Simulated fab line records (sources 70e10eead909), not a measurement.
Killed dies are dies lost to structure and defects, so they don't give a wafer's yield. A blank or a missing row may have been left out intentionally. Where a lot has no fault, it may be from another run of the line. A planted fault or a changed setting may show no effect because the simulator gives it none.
fab line records | flow nand-harc
[record] lots = 12 | wafers = 36 | last-day = 33
route steps=1302 shown A_SLIT@933 A_WL_FILL@953 END@1302
lots that met no fault: from a run of the same line without faults
start-h: hours from the record's first day to the start of the lot's first wafer shown | wait-h: how many hours have passed since the lot's step before this one | " repeats the value in the row above | L1.1+2: one row covering several wafers at once | - either no value or no given start | * or withheld: withheld | < > ~ a bound
route shown NAME@n: names a module that has steps shown in the file, with the first one's number in the route | usual: average and standard deviation across the fault-free wafers | same: alike in all rows | chamber/n: place in a boat | sites: each site's reading | _std_site: standard deviation of those values | _edge_site: the outer-site mean with the inner-site mean subtracted | radius-mm: for every site, how far away it sits from the centre of the wafer | mask NAME#n: copy n | behind: tool/chamber where the wafer was last shaped | hold: the reason the lot was held/the length of the hold in hours/how it ended | device: transistor that didn't switch, given as n, p or np | end of line: tests run on the same wafers once the route is complete | where a step has no rows: the recipe by itself | killed: the dies lost at the first sort to structure and to defects; this is not the yield of the wafer | map: per-die view of a wafer (x killed, . not killed, _ where there is no die)
set.NAME: setting as actually run; set.NAME@STEP: the setting as run at that earlier step | model.NAME: the simulator's own value behind a step, which no gauge read
one table for each step of the route and one row for each wafer, over a sample of lots
services: when a tool's chamber went out of use (start-h, in hours from the record's first day, below 0 if earlier), for how many hours, and the reason
[[steps]]
[step NHARC_A_SLIT_CD_MEAS_09]
[recipe] target-cd-nm = 300 | landing-energy-ev = 500
[usual] cd-nm = 300.1/0.45
[same] landing-energy-ev = 500
lot.wafer | tool      | chamber | start-h | wait-h | cd-nm
L110.3    | cd-sem-02 | 0       | 471.39  | -      | 300.5
L110.5    | "         | 0       | "       | "      | 300.1
L110.6    | "         | 0       | "       | "      | 299.4
L107.1    | cd-sem-02 | 0       | 478.41  | -      | 300.8
L107.5    | "         | 0       | "       | "      | 300.7
L107.6    | "         | 0       | "       | "      | 301.0
L112.3    | cd-sem-01 | 0       | 496.27  | -      | 300.1
L112.4    | "         | 0       | "       | "      | 300.0
L112.6    | "         | 0       | "       | "      | 300.2
L113.1    | cd-sem-01 | 0       | 498.41  | -      | 300.1
L113.5    | "         | 0       | "       | "      | 300.0
L113.6    | "         | 0       | "       | "      | 300.4
L118.3    | cd-sem-02 | 0       | 551.57  | -      | 300.3
L118.5    | "         | 0       | "       | "      | 300.0
L118.6    | "         | 0       | "       | "      | 300.0
L121.2    | cd-sem-01 | 0       | 591.86  | -      | 300.4
L121.5    | "         | 0       | "       | "      | 299.5
L121.6    | "         | 0       | "       | "      | 299.5
L124.2    | cd-sem-03 | 0       | 603.46  | -      | 300.3
L124.3    | "         | 0       | "       | "      | 300.9
L124.4    | "         | 0       | "       | "      | 299.7
L123.1    | cd-sem-03 | 0       | 604.21  | -      | 300.1
L123.2    | "         | 0       | "       | "      | 299.9
L123.4    | "         | 0       | "       | "      | 300.3
L128.1    | cd-sem-01 | 0       | 656.08  | -      | 299.9
L128.3    | "         | 0       | "       | "      | 300.8
L128.4    | "         | 0       | "       | "      | 299.8
L129.1    | cd-sem-02 | 0       | 656.18  | -      | 299.9
L129.3    | "         | 0       | "       | "      | 300.4
L129.5    | "         | 0       | "       | "      | 300.6
L127.1    | cd-sem-01 | 0       | 656.97  | -      | 300.7
L127.2    | "         | 0       | "       | "      | 300.8
L127.4    | "         | 0       | "       | "      | 300.3
L130.3    | cd-sem-01 | 0       | 680.79  | -      | 300.1
L130.4    | "         | 0       | "       | "      | 299.7
L130.5    | "         | 0       | "       | "      | 300.7
[step NHARC_A_SLIT_DESCUM_14]
[recipe] time-s = 3 | o2-flow-sccm = 200 | ar-flow-sccm = 0 | bias-power-w = 0 | chemistry = O2
[usual] drypump-motor-current-A = 5.7/0.48 | mfc-ar-sccm = 0.010/0.012 | oes-product-au = 1.001/0.012 | rf-vpp-V = 57.8/0.92 | showerhead-plenum-p-Torr = 1.90/0.068 | throttle-valve-pct = 11.310/0.01
lot.wafer | tool        | chamber | start-h | wait-h | drypump-motor-current-A | mfc-ar-sccm | oes-product-au | rf-hours-counter-h | rf-vpp-V | showerhead-plenum-p-Torr | throttle-valve-pct
L110.3    | rie-diel-12 | 1       | 471.58  | 0.1    | 5.7                     | 0           | 1.006          | 1                  | 57.1     | 1.87                     | 11.294
L110.5    | "           | 0       | "       | "      | 5.3                     | 0.023       | 1.002          | -                  | 59.1     | 1.93                     | 11.303
L110.6    | "           | 1       | "       | "      | 5.7                     | 0           | 1.014          | -                  | 58.4     | 1.87                     | 11.311
L107.1    | rie-diel-02 | 1       | 478.62  | 0.1    | 6.0                     | 0.018       | 1.020          | 5                  | 58.5     | 1.89                     | 11.312
L107.5    | "           | 2       | "       | "      | 6.7                     | 0           | 1.002          | -                  | 58.6     | 1.93                     | 11.304
L107.6    | "           | 3       | "       | "      | 5.9                     | 0.020       | 1.003          | -                  | 57.6     | 1.85                     | 11.322
L112.3    | rie-diel-02 | 0       | 496.45  | 0.1    | 5.6                     | 0.039       | 0.990          | 6                  | 58.0     | 1.96                     | 11.316
L112.4    | "           | 1       | "       | "      | 6.1                     | 0.018       | 1.010          | 6                  | 57.1     | 1.89                     | 11.294
L112.6    | "           | 1       | "       | "      | 6.1                     | 0.018       | 1.000          | -                  | 57.2     | 1.89                     | 11.321
L113.1    | rie-diel-12 | 2       | 498.62  | 0.1    | 5.5                     | 0           | 1.011          | 2                  | 57.9     | 1.85                     | 11.311
L113.6    | "           | 0       | "       | "      | 5.3                     | 0.023       | 1.010          | -                  | 58.5     | 1.93                     | 11.321
L113.5    | "           | 1       | "       | "      | 5.7                     | 0           | 1.017          | -                  | 59.0     | 1.87                     | 11.322
L118.3    | rie-diel-04 | 2       | 551.77  | 0.1    | 6.2                     | 0.011       | 1.003          | 0                  | 56.9     | 1.97                     | 11.301
L118.5    | "           | 0       | "       | "      | 5.9                     | 0           | 1.004          | -                  | 57.5     | 1.79                     | 11.308
L118.6    | "           | 2       | "       | "      | 6.2                     | 0.011       | 1.008          | -                  | 57.8     | 1.97                     | 11.326
L121.2    | rie-diel-12 | 2       | 592.07  | 0.1    | 5.5                     | 0           | 1.021          | 10                 | 59.1     | 1.85                     | 11.290
L121.5    | "           | 3       | "       | "      | 5.2                     | 0           | 0.999          | -                  | 57.3     | 1.79                     | 11.318
L121.6    | "           | 0       | "       | "      | 5.3                     | 0.023       | 1.009          | -                  | 58.8     | 1.93                     | 11.288
L124.2    | rie-diel-12 | 2       | 603.66  | 0.1    | 5.6                     | 0           | 1.007          | 12                 | 56.6     | 1.85                     | 11.315
L124.3    | "           | 3       | "       | "      | 5.2                     | 0           | 0.987          | 11                 | 59.7     | 1.79                     | 11.313
L124.4    | "           | 0       | "       | "      | 5.3                     | 0.023       | 1.003          | 11                 | 58.2     | 1.93                     | 11.317
L123.4    | rie-diel-02 | 2       | 604.41  | 0.1    | 6.7                     | 0           | 1.001          | 1                  | 57.6     | 1.93                     | 11.316
L123.2    | "           | 3       | "       | "      | 5.9                     | 0.020       | 1.021          | 1                  | 56.1     | 1.85                     | 11.308
L123.1    | "           | 0       | "       | "      | 5.7                     | 0.039       | 0.996          | 1                  | 56.7     | 1.96                     | 11.328
L128.1    | rie-diel-12 | 0       | 656.26  | 0.1    | 5.3                     | 0.023       | 1.003          | 1                  | 59.0     | 1.93                     | 11.307
L128.3    | "           | 1       | "       | "      | 5.6                     | 0           | 0.995          | 1                  | 55.5     | 1.87                     | 11.307
L128.4    | "           | 3       | "       | "      | 5.2                     | 0           | 1.012          | 1                  | 58.1     | 1.79                     | 11.323
L129.3    | rie-diel-02 | 2       | 656.38  | 0.1    | 6.7                     | 0           | 1.001          | 5                  | 56.5     | 1.92                     | 11.311
L129.1    | "           | 3       | "       | "      | 5.9                     | 0.020       | 1.019          | 4                  | 56.8     | 1.85                     | 11.327
L129.5    | "           | 0       | "       | "      | 5.7                     | 0.039       | 0.992          | -                  | 57.6     | 1.96                     | 11.306
L127.1    | rie-diel-04 | 3       | 657.16  | 0.1    | 4.9                     | 0.004       | 0.985          | 6                  | 57.7     | 1.92                     | 11.324
L127.2    | "           | 0       | "       | "      | 5.9                     | 0           | 1.001          | 6                  | 56.8     | 1.79                     | 11.303
L127.4    | "           | 1       | "       | "      | 5.2                     | 0.010       | 1.007          | 4                  | 60.1     | 2.02                     | 11.325
L130.3    | rie-diel-04 | 1       | 680.97  | 0.1    | 5.1                     | 0.010       | 0.995          | 6                  | 58.7     | 2.02                     | 11.291
L130.4    | "           | 0       | "       | "      | 6.0                     | 0           | 1.002          | 7                  | 58.8     | 1.79                     | 11.323
L130.5    | "           | 1       | "       | "      | 5.1                     | 0.010       | 0.985          | -                  | 57.3     | 2.02                     | 11.309
[step NHARC_A_WL_FILL_RTA_01]
[recipe] temp-c = 1000 | time-s = 5
[usual] lamp-power-pct = 29.6/0.67 | wafer_temp_C_max = 1003.8/1.8
lot.wafer | tool          | chamber | start-h | wait-h | lamp-power-pct | wafer_temp_C_max
L110.3    | rtp-anneal-02 | 0       | 486.12  | -      | 30.3           | 1003.0
L110.5    | "             | 0       | "       | "      | 30.3           | 1002.5
L110.6    | "             | 0       | "       | "      | 30.2           | 1002.1
L107.1    | rtp-anneal-02 | 0       | 492.32  | -      | 30.3           | 1002.5
L107.5    | "             | 0       | "       | "      | 30.2           | 1001.6
L107.6    | "             | 0       | "       | "      | 30.3           | 1002.1
L112.3    | rtp-anneal-01 | 0       | 509.77  | -      | 29.0           | 1005.1
L112.4    | "             | 0       | "       | "      | 29.0           | 1006.1
L112.6    | "             | 0       | "       | "      | 28.9           | 1006.0
L113.1    | rtp-anneal-01 | 0       | 511.82  | -      | 28.9           | 1005.8
L113.5    | "             | 0       | "       | "      | 29.0           | 1004.2
L113.6    | "             | 0       | "       | "      | 29.0           | 1006.7
L118.3    | rtp-anneal-02 | 0       | 568.04  | -      | 30.3           | 1003.5
L118.5    | "             | 0       | "       | "      | 30.2           | 1002.2
L118.6    | "             | 0       | "       | "      | 30.3           | 1002.1
L121.2    | rtp-anneal-02 | 0       | 605.31  | -      | 30.3           | 1002.8
L121.5    | "             | 0       | "       | "      | 30.3           | 1002.5
L121.6    | "             | 0       | "       | "      | 30.3           | 1002.1
L124.2    | rtp-anneal-01 | 0       | 620.32  | -      | 28.9           | 1005.9
L124.3    | "             | 0       | "       | "      | 28.9           | 1004.6
L124.4    | "             | 0       | "       | "      | 28.9           | 1008.3
L123.1    | rtp-anneal-01 | 0       | 620.91  | 0.4    | 28.9           | 1005.0
L123.2    | "             | 0       | "       | "      | 28.9           | 1006.5
L123.4    | "             | 0       | "       | "      | 28.9           | 1006.2
L129.1    | rtp-anneal-01 | 0       | 669.47  | -      | 28.9           | 1003.4
L129.3    | "             | 0       | "       | "      | 28.9           | 1005.5
L129.5    | "             | 0       | "       | "      | 28.9           | 1005.9
L128.1    | rtp-anneal-02 | 0       | 669.48  | -      | 30.3           | 1001.9
L128.3    | "             | 0       | "       | "      | 30.3           | 1002.6
L128.4    | "             | 0       | "       | "      | 30.3           | 1002.1
L127.1    | rtp-anneal-01 | 0       | 673.86  | 0.7    | 29.0           | 1008.7
L127.2    | "             | 0       | "       | "      | 28.9           | 1005.2
L127.4    | "             | 0       | "       | "      | 28.9           | 1005.9
L130.3    | rtp-anneal-01 | 0       | 695.64  | -      | 29.0           | 1005.9
L130.4    | "             | 0       | "       | "      | 29.0           | 1007.3
L130.5    | "             | 0       | "       | "      | 28.9           | 1005.8
[step NHARC_A_WL_FILL_ETCHBACK_04]
[recipe] target-depth-a = 600 | time-s = 120 | chemistry = NF3
[usual] drypump-motor-current-A = 5.5/0.48 | oes-product-au = 1.004/0.0083 | run-length-s = 141.3/0.42
lot.wafer | tool         | chamber | start-h | wait-h | drypump-motor-current-A | oes-product-au | rf-hours-counter-h | run-length-s
L110.3    | rie-metal-02 | 0       | 487.18  | 0.3    | 5.0                     | 1.001          | -                  | 141.3
L110.5    | "            | 0       | "       | "      | 5.1                     | 1.010          | -                  | 141.6
L110.6    | "            | 1       | "       | "      | 5.2                     | 1.009          | -                  | 142.1
L107.1    | rie-metal-02 | 1       | 493.34  | 0.3    | 5.2                     | 1.001          | 0.5                | 141.3
L107.6    | "            | 1       | "       | "      | 5.2                     | 1.008          | -                  | 141.5
L107.5    | "            | 0       | "       | "      | 5.1                     | 1.015          | -                  | 141.4
L112.4    | rie-metal-02 | 0       | 510.80  | 0.2    | 5.0                     | 1.002          | -                  | 141.6
L112.3    | "            | 1       | "       | "      | 5.2                     | 1.004          | -                  | 141.3
L112.6    | "            | 1       | "       | "      | 5.2                     | 0.999          | -                  | 141.4
L113.1    | rie-metal-03 | 1       | 512.88  | 0.4    | 6.3                     | 1.004          | 2.8                | 141.1
L113.6    | "            | 0       | "       | "      | 5.2                     | 1.002          | -                  | 141.2
L113.5    | "            | 1       | "       | "      | 6.3                     | 1.007          | -                  | 140.9
L118.3    | rie-metal-01 | 0       | 569.10  | 0.3    | 6.1                     | 1.010          | -                  | 141.1
L118.5    | "            | 1       | "       | "      | 5.2                     | 1.006          | -                  | 141.4
L118.6    | "            | 0       | "       | "      | 6.0                     | 1.013          | -                  | 141.1
L121.2    | rie-metal-02 | 1       | 606.34  | 0.3    | 5.2                     | 1.005          | 2.2                | 57.8
L121.5    | "            | 0       | "       | "      | 5.0                     | 1.015          | -                  | 58.0
L121.6    | "            | 1       | "       | "      | 5.2                     | 1.019          | -                  | 57.7
L124.2    | rie-metal-01 | 1       | 621.42  | 0.4    | 5.2                     | 1.000          | 0.7                | 141.7
L124.3    | "            | 0       | "       | "      | 6.0                     | 0.992          | -                  | 141.9
L124.4    | "            | 1       | "       | "      | 5.2                     | 0.998          | -                  | 141.4
L123.1    | rie-metal-02 | 0       | 621.93  | 0.3    | 5.0                     | 0.997          | 2.9                | 57.6
L123.2    | "            | 1       | "       | "      | 5.2                     | 0.995          | 2.5                | 57.7
L123.4    | "            | 1       | "       | "      | 5.2                     | 1.014          | -                  | 58.0
L129.1    | rie-metal-03 | 1       | 670.50  | 0.3    | 6.3                     | 0.993          | 2.6                | 140.9
L129.3    | "            | 0       | "       | "      | 5.2                     | 1.004          | -                  | 140.9
L129.5    | "            | 1       | "       | "      | 6.3                     | 1.002          | -                  | 140.9
L128.1    | rie-metal-01 | 1       | 670.51  | 0.3    | 5.2                     | 1.001          | 1.4                | 141.7
L128.3    | "            | 1       | "       | "      | 5.2                     | 1.016          | -                  | 141.6
L128.4    | "            | 0       | "       | "      | 6.0                     | 1.011          | -                  | 141.1
L127.2    | rie-metal-02 | 1       | 674.90  | 0.3    | 5.2                     | 0.992          | 0.7                | 141.3
L127.1    | "            | 0       | "       | "      | 5.0                     | 1.001          | 0.7                | 141.2
L127.4    | "            | 1       | "       | "      | 5.2                     | 0.992          | -                  | 141.7
L130.3    | rie-metal-01 | 0       | 696.68  | 0.3    | 6.0                     | 1.013          | -                  | 141.5
L130.4    | "            | 1       | "       | "      | 5.2                     | 1.006          | -                  | 141.7
L130.5    | "            | 0       | "       | "      | 6.0                     | 0.998          | -                  | 141.3
[step NHARC_END_SORT_01]
[recipe] temp-c = 25
[usual] killed-at-array = 58/20 | killed-at-other = 1.0/1.2 | killed-at-periphery = 4.1/3 | killed-dies = 63/20 | killed-open = 3.2/1.7 | killed-short = 2.5/1.5
[same] gross-dies = 677
lot.wafer | tool      | chamber | start-h | wait-h | killed-at-array | killed-at-other | killed-at-periphery | killed-dies | killed-open | killed-short
L121.2    | prober-01 | 0       | 701.50  | 2.8    | 676             | 0               | 1                   | 677         | 3           | 3
L121.5    | prober-01 | 0       | 703.90  | 3.7    | 673             | 1               | 3                   | 677         | 4           | 4
L121.6    | prober-01 | 0       | 704.70  | 4.0    | 673             | 2               | 2                   | 677         | 3           | 4
L123.1    | prober-02 | 0       | 718.63  | 2.5    | 675             | 1               | 1                   | 677         | 4           | 2
L123.2    | prober-02 | 0       | 719.43  | 2.8    | 672             | 4               | 1                   | 677         | 2           | 1
L123.4    | prober-02 | 0       | 721.02  | 3.4    | 671             | 0               | 6                   | 677         | 2           | 2
// killed by level:class
L121.2 A_WL_FILL:area-etchback=626 A_SLIT:chamber-film-flake=29 A_STAIRCASE:chamber-film-flake=7 A_CHANNEL_HOLE_D1:chamber-film-flake=6 A_CONTACT:chamber-film-flake=3 A_CHANNEL_FILL_D1:geometric-particle:short=2 P_M0:geometric-particle:open=1 A_ONON_D1:geometric-particle:open=1
L121.5 A_WL_FILL:area-etchback=615 A_SLIT:chamber-film-flake=34 A_CHANNEL_HOLE_D1:chamber-film-flake=10 A_STAIRCASE:chamber-film-flake=7 P_CONTACT:geometric-particle:open=1 P_M1:geometric-particle:open=1 A_ONON_D1:geometric-particle:short=1 A_DECK1_JOINT:geometric-particle:open=1
L121.6 A_WL_FILL:area-etchback=613 A_SLIT:chamber-film-flake=28 A_CHANNEL_HOLE_D1:chamber-film-flake=12 A_STAIRCASE:chamber-film-flake=5 A_CONTACT:chamber-film-flake=5 A_WL_FILL:chamber-film-flake=3 A_M0:geometric-particle:short=2 P_GATE:chamber-film-flake=2
L123.1 A_WL_FILL:area-etchback=620 A_CHANNEL_HOLE_D2:chamber-film-flake=27 A_CHANNEL_HOLE_D1:chamber-film-flake=11 A_CONTACT:chamber-film-flake=6 A_STAIRCASE:chamber-film-flake=5 A_ONON_D2:geometric-particle:open=2 P_GATE:geometric-particle:open=1 A_ONON_D1:geometric-particle:short=1
L123.2 A_WL_FILL:area-etchback=626 A_CHANNEL_HOLE_D2:chamber-film-flake=22 A_CHANNEL_HOLE_D1:chamber-film-flake=15 THIN_TSV:chamber-film-flake=4 A_CONTACT:chamber-film-flake=3 A_SLIT:chamber-film-flake=2 A_DECK1_JOINT:geometric-particle:short=1 A_SGD_CUT:geometric-particle:open=1
L123.4 A_WL_FILL:area-etchback=632 A_CHANNEL_HOLE_D2:chamber-film-flake=16 A_CHANNEL_HOLE_D1:chamber-film-flake=9 P_ZERO_WELL:chamber-film-flake=5 A_CONTACT:chamber-film-flake=3 A_STAIRCASE:chamber-film-flake=2 A_SLIT:chamber-film-flake=2 A_ONON_D1:geometric-particle:short=1
[[services]]
tool         | chamber | start-h | hours | kind
rie-metal-02 | -       | 454.00  | 9.0   | pm
rie-metal-02 | 0       | 454.00  | 9.0   | vent-cycle
rie-metal-02 | 1       | 454.00  | 9.0   | vent-cycle
rie-diel-04  | 1       | 460.02  | 6.7   | repair
rie-diel-12  | -       | 503.70  | 2.9   | repair
rie-metal-01 | -       | 503.86  | 0.7   | repair
rie-metal-03 | -       | 519.00  | 9.0   | pm
rie-diel-04  | 1       | 528.26  | 32.6  | repair
rie-diel-04  | -       | 532.42  | 9.0   | pm
rie-diel-02  | -       | 536.37  | 0.2   | repair
rie-diel-02  | -       | 538.10  | 0.6   | repair
rie-diel-02  | 2       | 554.71  | 12.9  | repair
rie-diel-04  | 3       | 556.05  | 2.6   | repair
rie-diel-12  | 1       | 563.76  | 18.9  | repair
rie-diel-02  | -       | 570.70  | 9.0   | pm
rie-metal-01 | -       | 575.03  | 9.0   | pm
rie-metal-02 | 1       | 575.61  | 21.2  | repair
rie-diel-12  | -       | 587.59  | 0.3   | repair
rie-diel-12  | -       | 622.42  | 9.0   | pm
rie-metal-02 | -       | 631.00  | 9.0   | pm
rie-diel-02  | 1       | 651.74  | 7.4   | repair
rie-diel-12  | 2       | 667.27  | 2.0   | repair
rie-diel-12  | -       | 679.94  | 0.6   | repair
rie-metal-03 | -       | 696.00  | 9.0   | pm
[[key]]
[first-sign] step = NHARC_A_WL_FILL_ETCHBACK_04 | reading = run-length-s | direction = down | sigmas = 99+ | usual = * | struck = *
[effect] step = NHARC_END_SORT_01 | reading = killed-dies | direction = up | sigmas = 31 | usual = 63 | struck = 677
[more-kills-born-at] NHARC_A_WL_FILL_ETCHBACK_04@rie-metal-02 = 3732
met-at NHARC_A_WL_FILL_ETCHBACK_04
struck-lots L121,L123
later-rows-left-out L121.2,L121.5,L121.6,L123.1,L123.2,L123.4
tester-left-out L121,L123
not-acting-at NHARC_A_SLIT_CD_MEAS_09,NHARC_A_SLIT_DESCUM_14,NHARC_A_WL_FILL_RTA_01
onset-between 510.80 606.34
[fault] kind = process-parameter-drift | tool = rie-metal-02 | chamber = - | onset-h = 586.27 | steps = NHARC_A_WL_FILL_ETCHBACK_04 | channel = time-s | offset = * | shape = step | end-h = 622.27 | acts-in = * | stated = *
// tester-left-out: of these lots the tester's yield and bins aren't shown, on N5 and GAA mostly nor the transistor test; their killed dies are dies lost to structure and defects alone, not to doping, threshold or leakage, so they don't give the yield
// later-rows-left-out: the simulator's readings of these wafers behind a module that went badly wrong aren't trusted and aren't shown, but for the sort
